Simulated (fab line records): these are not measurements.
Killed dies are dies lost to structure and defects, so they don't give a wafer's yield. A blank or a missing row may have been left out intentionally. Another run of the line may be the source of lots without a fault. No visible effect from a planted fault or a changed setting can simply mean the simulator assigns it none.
Split-lot study    flow n5_finfet    39 wafers read from 7 lots, route of 1938 steps

== SPLIT DETAILS ==
At N5_PASSIVATION_AL_DEP_21 (deposits Al, target thk 2800 nm, time 170 s), the setting time_s was moved away from the recipe's 170 s on 9 of the 39 wafers read, by +15.6% to +55.4%. For the rest of the wafers, this setting stayed at what the recipe calls for.

== FROM THE SPLIT TO THE READING: what the file shows between them, 4 steps ==
- N5_PASSIVATION_HMDS_23: time 60 s
- N5_PASSIVATION_COAT_24
- N5_PASSIVATION_DESCUM_32: chemistry O2, time 7.9 s
- N5_PASSIVATION_AL_ETCH_33: etches Al in Cl2/BCl3, stops on TaN, target depth 2800 nm, time 466.7 s

== THE READING ==
oes_product_au, in a.u., at N5_PASSIVATION_ETCH_59 (etches TaN in Cl2/BCl3, target depth 65 nm, time 34.9 s). On this fab line, fault-free wafers typically give 0.74 a.u. with a standard deviation of 0.08 a.u.

wafer   tool, chamber at the split  time_s as run, s  against the recipe  oes_product_au, a.u.  against lot-mates on the recipe
L076.1  pvd_sputter-02, -           170               recipe              0.74                  -
L076.5  pvd_sputter-02, -           170               recipe              0.74                  -
L076.6  pvd_sputter-02, -           170               recipe              0.66                  -
L078.1  pvd_sputter-01, -           170               recipe              0.73                  -
L078.2  pvd_sputter-01, -           170               recipe              0.90                  -
L078.3  pvd_sputter-01, -           170               recipe              0.89                  -
L078.4  pvd_sputter-01, -           170               recipe              0.73                  -
L078.5  pvd_sputter-01, -           170               recipe              0.89                  -
L078.6  pvd_sputter-01, -           170               recipe              0.73                  -
L083.1  pvd_sputter-01, -           170               recipe              0.87                  -
L083.2  pvd_sputter-01, -           170               recipe              0.72                  -
L083.3  pvd_sputter-01, -           170               recipe              0.72                  -
L083.4  pvd_sputter-01, -           264.2             +55.4%              0.23                  -0.54
L083.5  pvd_sputter-01, -           264.2             +55.4%              0.19                  -0.58
L083.6  pvd_sputter-01, -           264.2             +55.4%              0.23                  -0.54
L086.1  pvd_sputter-01, -           170               recipe              0.69                  -
L086.2  pvd_sputter-01, -           170               recipe              0.71                  -
L086.3  pvd_sputter-01, -           170               recipe              0.69                  -
L086.4  pvd_sputter-01, -           170               recipe              0.71                  -
L086.5  pvd_sputter-01, -           170               recipe              0.72                  -
L086.6  pvd_sputter-01, -           170               recipe              0.69                  -
L090.1  pvd_sputter-01, -           224.5             +32.1%              0.19                  -0.49
L090.2  pvd_sputter-01, -           224.5             +32.1%              0.20                  -0.48
L090.3  pvd_sputter-01, -           224.5             +32.1%              0.24                  -0.44
L090.4  pvd_sputter-01, -           170               recipe              0.68                  -
L090.5  pvd_sputter-01, -           170               recipe              0.70                  -
L090.6  pvd_sputter-01, -           170               recipe              0.67                  -
L095.1  pvd_sputter-03, -           196.5             +15.6%              0.73                  +0.00
L095.2  pvd_sputter-03, -           196.5             +15.6%              0.73                  +0.00
L095.3  pvd_sputter-03, -           170               recipe              0.73                  -
L095.4  pvd_sputter-03, -           196.5             +15.6%              0.73                  +0.00
L095.5  pvd_sputter-03, -           170               recipe              0.73                  -
L095.6  pvd_sputter-03, -           170               recipe              0.73                  -
L091.1  pvd_sputter-03, -           170               recipe              0.69                  -
L091.2  pvd_sputter-03, -           170               recipe              0.84                  -
L091.3  pvd_sputter-03, -           170               recipe              0.69                  -
L091.4  pvd_sputter-03, -           170               recipe              0.84                  -
L091.5  pvd_sputter-03, -           170               recipe              0.69                  -
L091.6  pvd_sputter-03, -           170               recipe              0.83                  -

THE FIT
A straight line over all 39 wafers: oes_product_au changes by -0.0108 a.u. for each +1% of time_s; r = -0.88; the points scatter about the line by 0.096 a.u.
The same after taking each lot's own level away (the mean of its wafers on the recipe; 39 wafers): -0.0107 a.u. for each +1%; r = -0.92; scatter 0.079 a.u.
That fit puts the effect of the largest move of time_s on the reading at 0.59 a.u.
Across the lots, their own levels run from 0.683 to 0.812 a.u., a range of 1.6 times the standard deviation given above.
Hence the lot-to-lot level has little effect on the slope; both slopes agree.
Check: -0.602 a.u. against its lot-mates is what the line predicts for one of the wafers moved furthest among these (+55.4%) when that wafer is left out of the fit. Against them it came out at -0.54 a.u.

== THE WHOLE CHAIN: every reading that the file lists as answering this split, in the file's order ==
step                      what it does                                             reading                                                                              change (the file's fit)                                                            r (the file's)
N5_PASSIVATION_AL_DEP_21  deposits Al, target thk 2800 nm, time 170 s              Al_of_PASSIVATION_AL_DEP_21.thk_nm (the simulator's own value, which no gauge read)  +28 nm for each +1% of the setting                                                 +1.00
N5_PASSIVATION_ETCH_59    etches TaN in Cl2/BCl3, target depth 65 nm, time 34.9 s  oes_product_au                                                                       -0.0105 a.u. for each +1% of the setting                                           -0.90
N5_PASSIVATION_PROBE_49                                                            killed_at_other                                                                      not straight: 3.4 at the lowest setting, 3.4 at the recipe, 1093.3 at the highest  not given

== THE FILE'S OWN FIT ==
oes_product_au changes by -0.0105 a.u. for each +1% of time_s, r = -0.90.
